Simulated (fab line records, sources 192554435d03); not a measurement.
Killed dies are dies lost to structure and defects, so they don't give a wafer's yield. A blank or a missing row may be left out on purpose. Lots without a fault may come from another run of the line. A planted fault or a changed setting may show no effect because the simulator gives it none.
Split-lot experiment | flow n5_finfet | 7 lots, 21 wafers read, on a route of 1938 steps

THE SPLIT
At N5_BEOL_M3_COAT_22 (resist thk 30 nm), the setting spin_rpm was moved away from the recipe's 1500 rpm on 5 of the 21 wafers read, by -7.3% to +6.1%. The other wafers ran this setting at the recipe's value.

FROM THE SPLIT TO THE READING: what the file shows between them, 4 steps
- N5_BEOL_M3_EBR_24
- N5_BEOL_M3_SOFTBAKE_23: time 60 s
- N5_BEOL_M3_EXPOSE_25: exposes mask V2, defocus 5 nm
- N5_BEOL_M3_PEB_26: peb time 60 s

THE READING
CAR-EUV_of_BEOL_M3_COAT_22.thk_nm (the simulator's own value, which no gauge read), in nm, at N5_BEOL_M3_DEVELOP_27 (develop time 30 s). The file gives no usual value for it. The 16 wafers here that ran the recipe average 29.6 nm, standard deviation 0.11 nm.

wafer  | tool, chamber at the split | spin_rpm as run, rpm | against the recipe | CAR-EUV_of_BEOL_M3_COAT_22.thk_nm, nm | against lot-mates on the recipe
L075.2 | litho_track-04, 0          | 1500                 | recipe             | 29.6                                  | -
L075.5 | litho_track-04, 0          | 1592                 | +6.1%              | 28.6                                  | -1.0
L075.6 | litho_track-04, 0          | 1592                 | +6.1%              | 28.8                                  | -0.8
L080.1 | litho_track-04, 0          | 1500                 | recipe             | 29.6                                  | -
L080.2 | litho_track-04, 0          | 1500                 | recipe             | 29.6                                  | -
L080.3 | litho_track-04, 0          | 1500                 | recipe             | 29.6                                  | -
L083.1 | litho_track-03, 0          | 1500                 | recipe             | 29.4                                  | -
L083.4 | litho_track-03, 0          | 1500                 | recipe             | 29.6                                  | -
L083.6 | litho_track-03, 0          | 1500                 | recipe             | 29.6                                  | -
L087.2 | litho_track-02, 0          | 1500                 | recipe             | 29.6                                  | -
L087.3 | litho_track-02, 0          | 1500                 | recipe             | 29.6                                  | -
L087.4 | litho_track-02, 0          | 1500                 | recipe             | 29.8                                  | -
L088.1 | litho_track-02, 0          | 1500                 | recipe             | 29.6                                  | -
L088.4 | litho_track-02, 0          | 1583                 | +5.5%              | 28.8                                  | -0.8
L088.5 | litho_track-02, 0          | 1583                 | +5.5%              | 28.8                                  | -0.8
L086.2 | litho_track-03, 0          | 1391                 | -7.3%              | 30.6                                  | +1.2
L086.3 | litho_track-03, 0          | 1500                 | recipe             | 29.4                                  | -
L086.4 | litho_track-03, 0          | 1500                 | recipe             | 29.4                                  | -
L096.2 | litho_track-03, 0          | 1500                 | recipe             | 29.6                                  | -
L096.4 | litho_track-03, 0          | 1500                 | recipe             | 29.4                                  | -
L096.6 | litho_track-03, 0          | 1500                 | recipe             | 29.4                                  | -

THE FIT
A straight line over all 21 wafers: CAR-EUV_of_BEOL_M3_COAT_22.thk_nm changes by -0.14 nm for each +1% of spin_rpm; r = -0.97; the points scatter about the line by 0.11 nm.
The same after taking each lot's own level away (the mean of its wafers on the recipe; 21 wafers): -0.152 nm for each +1%; r = -0.99; scatter 0.077 nm.
On that fit, the largest move of spin_rpm shifts the reading by 1.1 nm.
The lots' own levels span 29.40 to 29.67 nm, that is 2.4 times the standard deviation above.
So the lot-to-lot level changes the slope little: the two slopes agree.
Check: with one of the wafers moved furthest among these (-7.3%) left out of the fit, the line predicts +1.06 nm for it against its lot-mates. It came out at +1.2 nm against them.

OTHER SPLITS ON THESE WAFERS
These wafers also went through other splits before the reading. Each is held against what the fit with the lots' levels taken away leaves over:
other split on the same wafers           | wafers away from the commonest value | r with CAR-EUV_of_BEOL_M3_COAT_22.thk_nm (lot level and that fit taken away)
N5_HKMG_FIN_ETCH_58 source_w             | 8                                    | -0.15
N5_MOL_CONTACT_COAG_ETCH_15 source_w     | 3                                    | +0.44
N5_MOL_CONTACT_COAG_CVD_140 target_thk_a | 8                                    | +0.19
N5_BEOL_M0_SAQP_PECVD_03 time_s          | 5                                    | -0.08
N5_BEOL_M0_ETCH_138 source_w             | 13                                   | +0.07
N5_BEOL_M1_SPUTTER_79 time_s             | 9                                    | -0.14
N5_BEOL_M2_ETCH_74 source_w              | 6                                    | +0.18
N5_BEOL_M2_COAT_67 spin_rpm              | 8                                    | +0.20
N5_BEOL_M3_COAT_67 spin_rpm              | 2                                    | +0.14

THE WHOLE CHAIN: every reading that the file lists as answering this split, in the file's order
step                  | what it does      | reading                                                                            | change (the file's fit)               | r (the file's)
N5_BEOL_M3_COAT_22    | resist thk 30 nm  | CAR-EUV_of_BEOL_M3_COAT_22.thk_nm (the simulator's own value, which no gauge read) | -0.138 nm for each +1% of the setting | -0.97
N5_BEOL_M3_DEVELOP_27 | develop time 30 s | CAR-EUV_of_BEOL_M3_COAT_22.thk_nm (the simulator's own value, which no gauge read) | -0.154 nm for each +1% of the setting | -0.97

THE FILE'S OWN FIT
CAR-EUV_of_BEOL_M3_COAT_22.thk_nm changes by -0.154 nm for each +1% of spin_rpm, r = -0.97.
